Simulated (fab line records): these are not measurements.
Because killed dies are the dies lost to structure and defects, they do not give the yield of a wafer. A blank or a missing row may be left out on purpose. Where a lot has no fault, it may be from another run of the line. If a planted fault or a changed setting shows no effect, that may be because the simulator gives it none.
A lot that was struck, set against a sound lot | flow n5-finfet | 14 steps out of a route of 1938
Sound: wafers L322.2, L322.4, L322.5. Struck: wafers L326.3, L326.4, L326.6. The cause comes at the end.
Per side, at each step with rows, come the tool, then ch with its chambers, and then its first start. Under that, the readings that differ: sound wafers | struck wafers | difference of the means | sigmas: that difference in standard deviations of wafers without a fault.
alike: readings with means less than 2 such deviations apart, plus words and numbers identical on both sides. not compared: withheld readings, readings lacking a value on some wafer, bounds such as >300 that could conceal the same value, and numbers that have no deviation in the record and whose values overlap.
A row with sigmas, a row that says differs or no value, or rows on one side alone: a step with any of these is where the two part. Numbers that don't overlap but have no deviation are shown without sigmas and don't part them. A reading missing from all wafers of one side parts the sides only when that side holds two or more wafers.

first, 2 steps without rows for these wafers: N5_BEOL_M15_STRIP_62 (strips in O2); N5_BEOL_M15_STRIP_37 (strips in O2).
N5_BEOL_M15_ETCH_38: etches SiCN in CF4/N2, target depth 106.4 nm, time 120.5 s.
  sound: rie-diel-01 ch 0,1; struck: rie-diel-02 ch 0,2,3
  alike: drypump-motor-current-A, oes-product-au, rf-vpp-V, showerhead-plenum-p-Torr, throttle-valve-pct
  not compared: rf-hours-counter-h
then, 3 steps without rows for these wafers: N5_BEOL_M15_PRECLEAN_39 (cleans in residue remover, time 60 s); N5_BEOL_M15_SRD_40 (time 30 s, dry time 30 s); N5_BEOL_M15_DEGAS_41 (time 60 s).
N5_BEOL_M15_PRE_CLEAN_42: time 30 s.
  struck on pvd-sputter-02, day 13 02:04; sound on pvd-sputter-03, day 10 22:22
  alike: heater-power-w, susceptor-temp-C
N5_BEOL_M15_SPUTTER_43: material TaN, target thk 15 nm, time 24.19 s.
  struck on pvd-sputter-02, day 13 02:07; sound on pvd-sputter-03, day 10 22:25
  alike: cathode-dc-power-W, susceptor-temp-C, throttle-valve-pct
then, 1 step without rows for these wafers: N5_BEOL_M15_SPUTTER_44 (material Ta, target thk 15 nm, time 24.19 s).
N5_BEOL_M15_SPUTTER_45: material Cu, target thk 100 nm, time 16.67 s.
  struck on pvd-sputter-02, day 13 02:16; sound on pvd-sputter-03, day 10 22:34
  alike: cathode-dc-power-W, susceptor-temp-C, throttle-valve-pct
then, 1 step without rows for these wafers: N5_BEOL_M15_ECD_47 (material Cu, target thk 1860 nm).
N5_BEOL_M15_ANNEAL_48: time 90 s.
  sound on rtp-anneal-02 ch 0, day 10 23:06; struck on rtp-anneal-01 ch 0, day 13 02:45
  alike: wafer_temp_C_max
N5_BEOL_M15_CMP_49: polishes, stops on SiO2, t overpolish 4.9 s, target thk 850 nm.
  sound on cmp-02 ch 0,1,2, day 10 23:26; struck on cmp-02 ch 0,1,2, day 13 03:02
  reading                      | sound             | struck            | difference | sigmas
  barrier-field-endpoint-s (s) | 11.36 11.21 11.24 | 9.87 9.64 9.53    | -1.59      | -5
  head-pressure-psi (psi)      | 2.009 1.996 2.002 | 2.322 2.319 2.319 | +0.318     | +77
  alike: clearing-platen-down-force-psi, motor-current-A, overpolish-run-s, slurry-filter-dp-kPa
after that, 1 step had no rows for these wafers: N5_PASSIVATION_PROBE_49.

WHERE THEY PART
At N5_BEOL_M15_CMP_49 and nowhere else, as far as this record goes.

WHY: whatever the simulator had introduced
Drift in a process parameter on cmp-02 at N5_BEOL_M15_CMP_49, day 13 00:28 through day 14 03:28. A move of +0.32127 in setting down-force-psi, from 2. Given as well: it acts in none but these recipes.
